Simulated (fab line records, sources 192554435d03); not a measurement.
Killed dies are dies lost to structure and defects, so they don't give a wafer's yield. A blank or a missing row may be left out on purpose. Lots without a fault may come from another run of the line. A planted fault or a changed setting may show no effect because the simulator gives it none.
fab line records | flow n5_finfet
record lots=6 wafers=17 last_day=17
route steps=1938 shown WELL_APT@27 BEOL_M4@1111 PASSIVATION@1936
lots that met no fault: from a run of the same line without faults
start_h: hours from the record's first day to the start of the lot's first wafer shown | wait_h: hours since the lot's step before | " the same as in the row above | L1.1+2: a row that stands for several wafers | - no value, or no start given | * or withheld: withheld | < > ~ a bound
route shown NAME@n: a module of which the file shows steps, and the number in the route of the first | usual: mean/standard deviation of fault-free wafers | same: alike in all rows | chamber/n: place in a boat | sites: the reading at each site | _std_site: their standard deviation | _edge_site: outer sites' mean less inner sites' | radius_mm: how far each site lies from the wafer's centre | mask NAME#n: copy n | behind: the tool/chamber that last shaped the wafer | hold: why the lot was held/for how many hours/how that ended | device: the transistor (n, p or np) that didn't switch | end of line: the same wafers' tests at the end of the route | a step without rows: its recipe alone | killed: dies lost to structure and defects at the first sort, not the wafer's yield | map: a wafer's dies, x killed, . not, _ none there
set.NAME: the setting as run; set.NAME@STEP: as run at that earlier step | model.NAME: the simulator's own value behind a step, which no gauge read
lots at some steps of the route; a table a step, a row a wafer
services: from which hour (start_h, from the record's first day; less than 0 if before it) a tool's chamber was out of use, for how many hours, and why
## steps
# step N5_WELL_APT_HARDBAKE_12
# recipe temp_c=130 time_s=120
# step N5_WELL_APT_CD_MEAS_08
# recipe target_cd_nm=200 landing_energy_ev=500 detector=se_inlens
# usual cd_nm=199.9/1.3
# columns lot.wafer tool chamber start_h wait_h cd_nm
L585.2 cd_sem-02 0 31.76 - 199.3
L585.5 " 0 " " 198.1
L585.6 " 0 " " 201.3
L588.3 cd_sem-02 0 49.84 - 199.2
L588.5 " 0 " " 199.5
L588.6 " 0 " " 196.7
L590.1 cd_sem-02 0 61.81 - 201.6
L590.3 " 0 " " 200.2
L590.5 " 0 " " 200.0
L595.5 cd_sem-03 0 92.14 - 199.5
L595.6 " 0 " " 200.9
L604.1 cd_sem-02 0 146.35 - 200.5
L604.5 " 0 " " 198.8
L604.6 " 0 " " 198.4
L605.2 cd_sem-01 0 151.68 - 199.9
L605.4 " 0 " " 201.9
L605.5 " 0 " " 200.4
# step N5_WELL_APT_OVL_MEAS_09
# recipe points_per_wafer=44
# usual NWELL_OVL=-2/5.5
# columns lot.wafer tool chamber start_h wait_h NWELL_OVL[nm]
L585.2 overlay-01 0 31.79 0.0 5
L585.5 " 0 " " 3
L585.6 " 0 " " -2
L588.3 overlay-02 0 49.86 0.0 -6
L588.5 " 0 " " 0
L588.6 " 0 " " 4
L590.1 overlay-02 0 61.84 0.0 5
L590.3 " 0 " " -1
L590.5 " 0 " " 4
L595.5 overlay-02 0 92.17 0.0 2
L595.6 " 0 " " 7
L604.1 overlay-02 0 146.38 0.0 -9
L604.5 " 0 " " -7
L604.6 " 0 " " -8
L605.2 overlay-02 0 151.71 0.0 -3
L605.4 " 0 " " 3
L605.5 " 0 " " 8
# step N5_WELL_APT_INSPECT_10
# recipe mode=adi inspect_instrument=macro
# usual raw_defect_count=2.1/1.7
# columns lot.wafer tool chamber start_h wait_h raw_defect_count
L585.2 defect_inspect-01 - 31.81 0.0 5
L585.5 " - " " 0
L585.6 " - " " 11
L588.3 defect_inspect-01 - 49.89 0.0 3
L588.5 " - " " 5
L588.6 " - " " 1
L590.1 defect_inspect-02 - 61.86 0.0 4
L590.3 " - " " 2
L590.5 " - " " 1
L595.5 defect_inspect-01 - 92.19 0.0 0
L595.6 " - " " 1
L604.1 defect_inspect-02 - 146.41 0.0 2
L604.5 " - " " 2
L604.6 " - " " 1
L605.2 defect_inspect-02 - 151.73 0.0 2
L605.4 " - " " 1
L605.5 " - " " 2
# step N5_WELL_APT_DESCUM_13
# recipe chemistry=O2 time_s=7.9 source_power_w=50 bias_power_w=20 pressure_mtorr=20 rf_frequency_hz=2.712e+07 temp_c=40 o2_flow_sccm=225
# usual drypump_motor_current_A=5.8/0.54 oes_product_au=0.85/0.09 rf_vpp_V=243.6/1.3 showerhead_plenum_p_Torr=2.12/0.076 throttle_valve_pct=20.47/0.26
# columns lot.wafer tool chamber start_h wait_h drypump_motor_current_A oes_product_au rf_hours_counter_h rf_vpp_V showerhead_plenum_p_Torr throttle_valve_pct
L585.2 rie_diel-03 3 31.97 0.2 5.3 0.96 12 246.4 2.23 20.46
L585.5 " 1 " " 6.6 0.85 - 244.7 2.12 20.79
L585.6 " 2 " " 5.8 0.83 - 242.8 2.02 20.36
L588.3 rie_diel-01 1 50.30 0.4 6.0 0.94 21 242.2 2.06 20.81
L588.5 " 0 " " 5.2 0.90 - 243.7 2.14 20.10
L588.6 " 3 " " 5.5 0.87 - 243.0 2.11 20.54
L590.1 rie_diel-06 0 61.90 0.0 6.4 0.95 6 245.2 2.22 19.82
L590.3 " 2 " " 5.1 0.75 132 243.0 2.02 20.59
L590.5 " 1 " " 5.7 0.94 - 243.2 2.16 20.42
L595.5 rie_diel-06 0 92.38 0.2 6.4 0.91 - 244.5 2.21 19.84
L595.6 " 3 " " 6.7 0.96 - 245.8 2.22 20.29
L604.1 rie_diel-03 0 147.18 0.8 5.5 0.95 7 245.0 2.14 20.31
L604.5 " 0 " " 5.5 0.96 - 244.8 2.14 20.32
L604.6 " 1 " " 6.6 0.80 - 243.4 2.10 20.84
L605.2 rie_diel-01 1 151.77 0.0 6.0 0.87 61 239.9 2.05 20.87
L605.4 " 3 " " 5.5 0.84 84 243.4 2.10 20.58
L605.5 " 1 " " 6.0 0.88 - 243.0 2.05 20.86
# step N5_WELL_APT_IMPLANT_14
# recipe species=P energy_kev=160 dose_cm2=1.5e+13 tilt_deg=0 rotation_deg=0
# step N5_WELL_APT_IMPLANT_15
# recipe species=As energy_kev=25 dose_cm2=1.5e+13 tilt_deg=0 rotation_deg=0
# step N5_WELL_APT_STRIP_16
# recipe chemistry=SPM time_s=900 temp_c=130 h2so4_h2o2_vol_ratio=4 dry=ipa_marangoni
# step N5_WELL_APT_HMDS_18
# recipe time_s=60 temp_c=120
# step N5_WELL_APT_COAT_19
# recipe spin_rpm=1357 resist_thk_nm=950
# step N5_WELL_APT_EBR_21
# recipe solvent=PGMEA ebr_width_mm=1.5
# step N5_WELL_APT_SOFTBAKE_20
# recipe temp_c=130 time_s=60
# step N5_WELL_APT_EXPOSE_22
# recipe mask_id=PWELL na=0.8 source_shape=conventional sigma_outer=0.8 polarization=unpolarized defocus_nm=0 target_cd_nm=200 dose_mj=23.2
# usual reticle_temp_C=23.00/0.1
# columns lot.wafer tool chamber start_h wait_h mask reticle_temp_C
L585.2 krf_scanner-01 0 32.84 - PWELL#0 23.03
L585.5 " 0 " " PWELL#0 23.21
L585.6 " 0 " " PWELL#0 23.13
L588.3 krf_scanner-02 0 51.18 - PWELL#0 22.94
L588.5 " 0 " " PWELL#0 23.00
L588.6 " 0 " " PWELL#0 22.99
L590.1 krf_scanner-02 0 63.13 - PWELL#0 22.85
L590.3 " 0 " " PWELL#0 22.88
L590.5 " 0 " " PWELL#0 22.90
L595.5 krf_scanner-02 0 93.36 - PWELL#0 23.19
L595.6 " 0 " " PWELL#0 23.07
L604.1 krf_scanner-01 0 148.43 - PWELL#0 23.09
L604.5 " 0 " " PWELL#0 23.11
L604.6 " 0 " " PWELL#0 22.94
L605.2 krf_scanner-02 0 152.78 - PWELL#0 22.80
L605.4 " 0 " " PWELL#0 23.00
L605.5 " 0 " " PWELL#0 23.02
# step N5_WELL_APT_PEB_23
# recipe peb_temp_c=130 peb_time_s=90
# step N5_WELL_APT_DEVELOP_24
# recipe develop_time_s=45 rinse_liquid=surfactant_rinse dry=air_spin dev_temp_c=21
# step N5_WELL_APT_HARDBAKE_29
# recipe temp_c=130 time_s=120
# step N5_WELL_APT_CD_MEAS_25
# recipe target_cd_nm=200 landing_energy_ev=500 detector=se_inlens
# usual cd_nm=200.1/2.1
# columns lot.wafer tool chamber start_h wait_h cd_nm
L585.2 cd_sem-02 0 33.00 - 202.1
L585.5 " 0 " " 203.7
L585.6 " 0 " " 201.0
L588.3 cd_sem-03 0 51.34 - 202.3
L588.5 " 0 " " 200.1
L588.6 " 0 " " 202.1
L590.1 cd_sem-01 0 63.30 - 198.8
L590.3 " 0 " " 184.5
L590.5 " 0 " " 185.0
L595.5 cd_sem-03 0 93.52 - 184.8
L595.6 " 0 " " 200.2
L604.1 cd_sem-03 0 148.61 - 201.2
L604.5 " 0 " " 201.2
L604.6 " 0 " " 198.8
L605.2 cd_sem-03 0 152.95 - 201.8
L605.4 " 0 " " 201.9
L605.5 " 0 " " 199.4
# step N5_WELL_APT_OVL_MEAS_26
# recipe points_per_wafer=44
# usual PWELL_OVL=0/5.2
# columns lot.wafer tool chamber start_h wait_h PWELL_OVL[nm]
L585.2 overlay-01 0 33.03 0.0 -2
L585.5 " 0 " " -10
L585.6 " 0 " " -10
L588.3 overlay-01 0 51.37 0.0 -1
L588.5 " 0 " " 4
L588.6 " 0 " " 9
L590.1 overlay-02 0 63.33 0.0 0
L590.3 " 0 " " -4
L590.5 " 0 " " 2
L595.5 overlay-01 0 93.54 0.0 -4
L595.6 " 0 " " -2
L604.1 overlay-02 0 148.64 0.0 -5
L604.5 " 0 " " -6
L604.6 " 0 " " -9
L605.2 overlay-02 0 152.98 0.0 13
L605.4 " 0 " " 13
L605.5 " 0 " " 0
# step N5_WELL_APT_INSPECT_27
# recipe mode=adi inspect_instrument=macro
# usual raw_defect_count=2.1/1.6
# columns lot.wafer tool chamber start_h wait_h raw_defect_count
L585.2 defect_inspect-02 - 33.06 0.0 2
L585.5 " - " " 4
L585.6 " - " " 0
L588.3 defect_inspect-01 - 51.39 0.0 5
L588.5 " - " " 0
L588.6 " - " " 1
L590.1 defect_inspect-02 - 63.36 0.0 1
L590.3 " - " " 1
L590.5 " - " " 5
L595.5 defect_inspect-02 - 93.57 0.0 0
L595.6 " - " " 1
L604.1 defect_inspect-01 - 148.66 0.0 6
L604.5 " - " " 1
L604.6 " - " " 2
L605.2 defect_inspect-02 - 153.00 0.0 2
L605.4 " - " " 2
L605.5 " - " " 1
# step N5_WELL_APT_DESCUM_30
# recipe chemistry=O2 time_s=7.9 source_power_w=50 bias_power_w=20 pressure_mtorr=20 rf_frequency_hz=2.712e+07 temp_c=40 o2_flow_sccm=225
# usual drypump_motor_current_A=5.8/0.52 oes_product_au=0.86/0.083 rf_vpp_V=243.6/1.4 showerhead_plenum_p_Torr=2.12/0.074 throttle_valve_pct=20.47/0.25
# columns lot.wafer tool chamber start_h wait_h drypump_motor_current_A oes_product_au rf_hours_counter_h rf_vpp_V showerhead_plenum_p_Torr throttle_valve_pct model.WELL_APT.cd_nm
L585.2 rie_diel-06 2 33.09 0.0 5.1 0.77 120 242.0 2.02 20.55 202.4
L585.5 " 3 " " 6.8 0.68 - 240.3 1.96 20.56 203.3
L585.6 " 2 " " 5.1 0.78 - 242.4 2.02 20.55 200.9
L588.3 rie_diel-03 0 51.47 0.1 5.6 0.69 234 244.5 2.15 20.57 202.4
L588.5 " 0 " " 5.5 0.69 - 242.8 2.15 20.57 199.7
L588.6 " 1 " " 6.6 0.83 - 242.6 2.12 20.78 202.4
L590.1 rie_diel-01 1 63.44 0.1 6.0 0.93 27 241.9 2.06 20.81 198.9
L590.3 " 3 " " 5.5 0.86 54 242.0 2.11 20.53 184.5
L590.5 " 1 " " 6.0 0.92 - 241.8 2.06 20.82 185
L595.5 rie_diel-03 2 93.63 0.1 5.8 0.80 - 244.2 2.01 20.40 184.1
L595.6 " 3 " " 5.3 0.91 - 243.9 2.23 20.48 200.5
L604.1 rie_diel-06 1 149.08 0.4 5.7 0.89 40 244.2 2.15 20.48 201.3
L604.5 " 0 " " 6.4 0.89 - 244.9 2.21 19.86 201.3
L604.6 " 1 " " 5.7 0.89 - 243.9 2.15 20.47 198.9
L605.2 rie_diel-03 1 153.12 0.1 6.6 0.78 111 243.8 2.10 20.84 201.4
L605.4 " 0 " " 5.6 0.94 9 243.9 2.14 20.32 201.8
L605.5 " 0 " " 5.5 0.95 - 244.1 2.14 20.32 199.6
# step N5_WELL_APT_IMPLANT_31
# recipe species=B energy_kev=60 dose_cm2=1.5e+13 tilt_deg=0 rotation_deg=0
# step N5_BEOL_M4_RC_MEAS_101
# usual DIBL_N=37.2/1.8 DIBL_P=37.5/2.5 IOFF_N=0.17/0.038 IOFF_P=0.24/0.046 ION_N=681/13 ION_P=469/8.5 SS_N=71.7/0.6 SS_P=73.6/0.69 VT_N=249/3.4 VT_P=-248/3.6
# columns lot.wafer tool chamber start_h wait_h DIBL_N[mV/V] DIBL_P[mV/V] IOFF_N[nA/um] IOFF_P[nA/um] ION_N[uA/um] ION_P[uA/um] SS_N[mV/dec] SS_P[mV/dec] VT_N[mV] VT_P[mV]
L585.2 prober-01 0 183.76 0.2 41.9 44.8 0.29 0.32 707 475 72.7 75.3 241 -247
L585.5 " 0 " " 37.7 38.2 0.16 0.20 677 460 71.9 73.0 251 -255
L585.6 " 0 " " 36.2 36.5 0.14 0.18 670 457 71.5 72.5 251 -255
L588.3 prober-01 0 208.97 0.3 37.0 36.8 0.17 0.23 684 465 71.8 73.5 246 -248
L588.5 " 0 " " 36.8 36.4 0.16 0.22 678 471 71.9 73.9 246 -248
L588.6 " 0 " " 35.7 34.8 0.14 0.20 674 464 71.6 73.5 251 -250
L590.1 prober-02 0 211.75 0.0 34.6 33.8 0.13 0.19 665 459 70.7 73.1 252 -249
L590.3 " 0 " " 36.6 37.4 0.17 0.25 685 472 71.6 73.4 249 -248
L590.5 " 0 " " 37.1 36.9 0.17 0.23 667 467 72.2 73.7 253 -249
L595.5 prober-02 0 257.94 0.6 39.0 40.7 0.22 0.28 705 477 71.5 73.5 244 -245
L595.6 " 0 " " 36.3 38.0 0.16 0.24 682 474 70.8 72.7 248 -247
L604.1 prober-01 0 295.26 0.0 32.8 32.0 0.11 0.16 665 466 70.5 72.1 256 -252
L604.5 " 0 " " 37.1 37.5 0.18 0.24 685 470 71.8 73.7 249 -249
L604.6 " 0 " " 36.1 36.4 0.16 0.22 682 470 71.8 72.9 252 -245
L605.2 prober-02 0 298.54 0.2 35.9 35.8 0.14 0.22 668 462 72.0 74.1 253 -250
L605.4 " 0 " " 35.2 34.7 0.13 0.19 667 463 71.9 72.3 252 -253
L605.5 " 0 " " 35.5 35.1 0.13 0.20 670 457 71.6 72.6 252 -249
# step N5_PASSIVATION_PROBE_49
# usual defect_limited_yield=91.2/1.4 killed_at_M0_to_M3=32/10 killed_at_M4_up=14/6.2 killed_at_contacts=12/6.3 killed_at_front_end=42/13 killed_at_other=4/3.4 killed_dies=104/17 killed_open=67/12 killed_short=34/8.1 sort_bin_4_leakage=0.02/0.13 sort_bin_5_function=5.2/0.93 sort_bin_6_memory=3.2/0.65 sort_bin_8_speed=0.00/0.017 sort_n_pass=1075/16
# same gross_dies=1180 killed_at_back_side=0
# columns lot.wafer tool chamber start_h wait_h defect_limited_yield[%] killed_at_M0_to_M3 killed_at_M4_up killed_at_contacts killed_at_front_end killed_at_other killed_dies killed_open killed_short sort_bin_4_leakage[%] sort_bin_5_function[%] sort_bin_6_memory[%] sort_bin_8_speed[%] sort_n_pass
L585.2 prober-02 - 288.69 0.2 93.8 25 13 9 24 2 73 42 31 1.10 3.7 2.0 0 1094
L585.5 prober-02 - 288.84 0.4 92.5 26 22 5 32 4 89 57 31 0 4.5 2.7 0 1091
L585.6 prober-02 - 288.89 0.4 92.1 27 17 12 32 5 93 53 38 0 4.1 3.3 0.17 1087
L588.3 prober-02 - 313.18 0.1 92.4 30 10 9 37 4 90 58 31 0 4.7 2.3 0 1090
L588.5 prober-02 - 313.28 0.2 91.7 52 9 5 30 2 98 60 37 0 4.5 3.6 0 1082
L588.6 prober-02 - 313.33 0.3 91.1 40 15 9 37 4 105 62 39 0 5.3 3.0 0 1075
L590.1 prober-02 - 325.33 0.0 92.9 9 9 23 35 8 84 51 25 0 4.0 2.6 0 1096
L590.3 prober-02 - 325.43 0.1 92.0 22 9 26 33 4 94 60 25 0 4.2 2.7 0 1086
L590.5 prober-02 - 325.53 0.2 92.3 28 11 18 31 3 91 48 41 0 4.2 3.0 0 1089
L595.5 prober-02 - 355.09 0.2 87.5 26 15 16 90 1 148 98 48 0 8.0 4.4 0 1032
L595.6 prober-02 - 355.14 0.3 90.3 33 12 12 53 4 114 79 33 0 5.8 3.4 0 1066
L605.2 prober-02 - 402.38 0.1 91.8 28 12 7 42 8 97 58 32 0 4.9 2.6 0 1083
L605.4 prober-02 - 402.48 0.2 93.6 30 11 2 27 5 75 47 22 0 3.6 2.2 0 1105
L605.5 prober-02 - 402.53 0.2 91.4 32 16 3 37 13 101 56 39 0 4.8 2.8 0 1079
L604.1 prober-01 - 404.22 0.0 91.6 27 7 13 48 4 99 61 32 0 4.7 3.1 0 1081
L604.5 prober-01 - 404.42 0.2 91.9 29 12 4 32 18 95 55 38 0 4.3 3.2 0 1085
L604.6 prober-01 - 404.47 0.3 91.9 33 6 7 44 6 96 56 35 0 5.3 2.5 0 1084
# killed by level:class
L585.2 BEOL_M4:geometric_particle:open=7 GATE_CUT:geometric_particle:short=6 BEOL_M1:geometric_particle:open=6 MOL_CONTACT_COAG:geometric_particle:open=5 BEOL_M0_SAQP:geometric_particle:short=5 GATE_CUT:geometric_particle:open=4 MOL_CONTACT_COAG:geometric_particle:short=4 FIN_SAQP:geometric_particle:short=3
L585.5 BEOL_M1:geometric_particle:open=10 BEOL_M4:geometric_particle:open=9 GATE_CUT:geometric_particle:short=5 BEOL_M3:geometric_particle:open=5 FIN_SAQP:geometric_particle:short=4 DUMMY_GATE:geometric_particle:open=4 MOL_CONTACT_COAG:geometric_particle:open=4 BEOL_M0_SAQP:geometric_particle:open=4
L585.6 MOL_CONTACT_COAG:geometric_particle:open=9 BEOL_M4:geometric_particle:open=9 FIN_SAQP:geometric_particle:short=8 BEOL_M3:geometric_particle:open=7 STARTING-WAFER:geometric_particle:short=7 BEOL_M2:geometric_particle:open=4 FIN_SAQP:geometric_particle:open=3 STI_FIN_REVEAL:geometric_particle:open=3
L588.3 BEOL_M3:geometric_particle:open=9 FIN_SAQP:geometric_particle:open=7 MOL_CONTACT_COAG:geometric_particle:open=7 GATE_CUT:geometric_particle:short=6 BEOL_M1:geometric_particle:open=5 BEOL_M2:geometric_particle:open=4 GATE_CUT:geometric_particle:open=4 BEOL_M0_SAQP:geometric_particle:short=4
L588.5 BEOL_M0_SAQP:geometric_particle:short=15 BEOL_M0_SAQP:geometric_particle:open=14 BEOL_M3:geometric_particle:open=11 BEOL_M1:geometric_particle:open=7 GATE_CUT:geometric_particle:short=5 FIN_SAQP:geometric_particle:open=4 FIN_SAQP:geometric_particle:short=4 MOL_CONTACT_COAG:geometric_particle:open=4
L588.6 FIN_SAQP:geometric_particle:open=10 BEOL_M0_SAQP:geometric_particle:open=8 GATE_CUT:geometric_particle:short=7 BEOL_M3:geometric_particle:open=7 BEOL_M2:geometric_particle:open=6 MOL_CONTACT_COAG:geometric_particle:open=5 BEOL_M0_SAQP:geometric_particle:short=5 BEOL_M1:geometric_particle:open=5
L590.1 MOL_CONTACT_COAG:geometric_particle:open=19 DUMMY_GATE:geometric_particle:open=10 FIN_SAQP:geometric_particle:short=7 STI_FIN_REVEAL:geometric_particle:open=5 HKMG_FIN:area_etch=5 MOL_CONTACT_COAG:geometric_particle:short=4 BEOL_M1:geometric_particle:open=4 BEOL_M4:geometric_particle:open=3
L590.3 MOL_CONTACT_COAG:geometric_particle:open=22 STARTING-WAFER:geometric_particle:open=7 HKMG_FIN:area_etch=7 FIN_SAQP:geometric_particle:short=6 BEOL_M0_SAQP:geometric_particle:open=6 MOL_CONTACT_COAG:geometric_particle:short=4 BEOL_M0_SAQP:geometric_particle:short=4 BEOL_M2:geometric_particle:open=4
L590.5 MOL_CONTACT_COAG:geometric_particle:open=12 MOL_CONTACT_COAG:geometric_particle:short=6 BEOL_M0:geometric_particle:short=6 DUMMY_GATE:geometric_particle:short=5 BEOL_M1:geometric_particle:open=5 BEOL_M2:geometric_particle:open=5 FIN_SAQP:geometric_particle:short=4 STI_FIN_REVEAL:geometric_particle:open=4
L595.5 STI_FIN_REVEAL:geometric_particle:open=31 FIN_SAQP:geometric_particle:short=22 FIN_SAQP:geometric_particle:open=13 MOL_CONTACT_COAG:geometric_particle:open=13 BEOL_M0_SAQP:geometric_particle:short=8 BEOL_M0_SAQP:geometric_particle:open=7 BEOL_M4:geometric_particle:open=7 GATE_CUT:geometric_particle:short=5
L595.6 STI_FIN_REVEAL:geometric_particle:open=16 FIN_SAQP:geometric_particle:short=13 BEOL_M3:geometric_particle:open=11 MOL_CONTACT_COAG:geometric_particle:open=11 FIN_SAQP:geometric_particle:open=8 BEOL_M0_SAQP:geometric_particle:open=7 BEOL_M4:geometric_particle:open=6 DUMMY_GATE:geometric_particle:open=4
L605.2 STI_FIN_REVEAL:geometric_particle:open=12 BEOL_M0_SAQP:geometric_particle:short=11 BEOL_M4:geometric_particle:open=8 DUMMY_GATE:geometric_particle:open=7 STI_FIN_REVEAL:geometric_particle:short=5 MOL_CONTACT_COAG:geometric_particle:open=5 HKMG_FIN:area_etch=5 BEOL_M0_SAQP:geometric_particle:open=4
L605.4 STI_FIN_REVEAL:geometric_particle:open=13 BEOL_M0_SAQP:geometric_particle:short=9 BEOL_M0_SAQP:geometric_particle:open=6 HKMG_FIN:area_etch=5 BEOL_M0:geometric_particle:open=4 BEOL_M3:geometric_particle:open=4 BEOL_M4:geometric_particle:open=4 DUMMY_GATE:geometric_particle:open=3
L605.5 BEOL_M0_SAQP:geometric_particle:short=10 BEOL_M4:geometric_particle:open=8 STI_FIN_REVEAL:geometric_particle:open=7 BEOL_M0:geometric_particle:open=7 BEOL_M0_SAQP:geometric_particle:open=6 GATE_CUT:geometric_particle:short=5 STARTING-WAFER:geometric_particle:open=5 FIN_SAQP:geometric_particle:short=4
L604.1 MOL_CONTACT_COAG:geometric_particle:open=10 STI_FIN_REVEAL:geometric_particle:open=10 DUMMY_GATE:geometric_particle:open=8 BEOL_M2:geometric_particle:open=8 BEOL_M3:geometric_particle:open=7 STARTING-WAFER:geometric_particle:short=6 HKMG_FIN:area_etch=6 MOL_CONTACT_COAG:geometric_particle:short=3
L604.5 PAD_METAL:geometric_particle:short=10 STI_FIN_REVEAL:geometric_particle:open=7 BEOL_M1:geometric_particle:open=6 BEOL_M0_SAQP:geometric_particle:short=5 BEOL_M3:geometric_particle:open=5 PASS1_CAP:geometric_particle:short=5 DUMMY_GATE:geometric_particle:open=4 ILD0:geometric_particle:open=4
L604.6 FIN_SAQP:geometric_particle:short=12 BEOL_M3:geometric_particle:open=8 BEOL_M2:geometric_particle:open=7 DUMMY_GATE:geometric_particle:open=6 STARTING-WAFER:geometric_particle:open=6 STI_FIN_REVEAL:geometric_particle:open=4 MOL_CONTACT_COAG:geometric_particle:open=4 BEOL_M0_SAQP:geometric_particle:short=4
## services
# columns tool chamber start_h hours kind
krf_scanner-01 - 11.53 0.8 pm
rie_diel-06 0 27.37 - clean
rie_diel-06 0 27.37 - consumable_replace:focus_ring
rie_diel-06 0 27.37 - consumable_replace:showerhead
rie_diel-06 0 27.37 19.8 scheduled_down
rie_diel-06 0 27.37 19.8 vent_cycle
rie_diel-01 3 43.34 2.7 repair
rie_diel-06 3 47.18 - clean
krf_scanner-01 - 49.70 4.0 pm
rie_diel-01 2 50.19 4.4 repair
krf_scanner-02 - 54.80 0.1 repair
rie_diel-03 1 57.35 3.9 repair
krf_scanner-01 - 60.95 1.0 pm
rie_diel-01 - 69.10 10.0 pm
krf_scanner-01 - 70.71 0.3 repair
krf_scanner-01 - 98.91 1.3 pm
krf_scanner-02 - 100.37 1.2 repair
rie_diel-03 0 112.82 - clean
rie_diel-03 0 112.82 - consumable_replace:focus_ring
rie_diel-03 0 112.82 19.3 scheduled_down
rie_diel-03 0 112.82 19.3 vent_cycle
krf_scanner-02 - 126.16 0.8 pm
krf_scanner-01 - 135.02 3.1 repair
rie_diel-06 - 142.82 4.3 pm
## key
first_sign step=N5_WELL_APT_CD_MEAS_25 reading=cd_nm direction=down sigmas=7.2 usual=200.1 struck=184.8
effect none on later readings
model_effect step=N5_WELL_APT_DESCUM_30 value=WELL_APT.cd_nm without=199.7 struck=184.5
met_at N5_WELL_APT_EXPOSE_22
struck_wafers L590.3,L590.5,L595.5
onset_between 51.18 63.13
fault kind=process_parameter_drift tool=krf_scanner-02 chamber=- onset_h=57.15 steps=N5_WELL_APT_EXPOSE_22 channel=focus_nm offset=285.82 shape=step end_h=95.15 scope=struck_wafers_only
